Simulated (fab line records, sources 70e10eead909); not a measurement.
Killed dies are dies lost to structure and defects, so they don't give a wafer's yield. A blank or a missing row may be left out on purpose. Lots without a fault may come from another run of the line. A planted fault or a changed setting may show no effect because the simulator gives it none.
Chamber matching | flow nand_harc | NHARC_A_CONTACT_DEP_58 on pecvd-04: 3 sister chambers
The step deposits SiON, target thk 90 nm. 14 wafers are shown with their chamber, then 7 later ones without.

WAFERS WITH THEIR CHAMBER
wafer  | chamber | heater_power_w (W) | rf_fwd_power_W (W)
L077.1 | 0       | 816                | 348.5
L077.2 | 2       | 572                | 349.0
L077.5 | 0       | 833                | 348.7
L082.1 | 1       | 1033               | 347.2
L082.2 | 2       | 597                | 347.9
L082.6 | 1       | 1043               | 346.9
L083.1 | 0       | 837                | 349.5
L083.2 | 1       | 1061               | 349.4
L083.6 | 1       | 1057               | 347.3
L085.2 | 0       | 699                | 348.7
L085.4 | 1       | 1003               | 350.3
L085.6 | 2       | 491                | 346.6
L089.1 | 0       | 755                | 347.4
L089.3 | 1       | 879                | 348.3

SIGNATURES (means of the wafers above)
reading        | chamber 0 | chamber 1 | chamber 2 | scatter within a chamber
heater_power_w | 788.00    | 1012.67   | 553.33    | 63.2
rf_fwd_power_W | 348.560   | 348.233   | 347.833   | 1.15
Rule: a wafer's distance from a chamber is the root of the sum, over the readings, of the square of ((its reading less the chamber's mean) divided by the reading's scatter). The wafer belongs to the nearest chamber; if the next one is less than 2 further off, it can't be placed. The scatter: the root of (the sum of the squares of (reading less its chamber's mean) over the shown wafers, divided by (wafers less chambers)).

WAFERS WITHOUT THEIR CHAMBER
wafer  | heater_power_w (W) | rf_fwd_power_W (W)
L089.4 | 520                | 349.1
L092.1 | 717                | 348.0
L092.2 | 816                | 348.3
L092.5 | 731                | 348.0
L094.1 | 607                | 347.4
L094.2 | 742                | 346.8
L094.5 | 605                | 347.1

WHICH CHAMBER EACH WENT THROUGH
wafer  | from the rows above     | in truth
L089.4 | 2                       | 2
L092.1 | can't be placed: 0 or 2 | 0
L092.2 | 0                       | 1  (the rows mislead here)
L092.5 | can't be placed: 0 or 2 | 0
L094.1 | 2                       | 2
L094.2 | can't be placed: 0 or 2 | 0
L094.5 | 2                       | 2
Placed correctly: 3 of 7. Can't be placed from these rows: 3 (the true chamber is among the candidates in 3). Placed wrongly: 1.
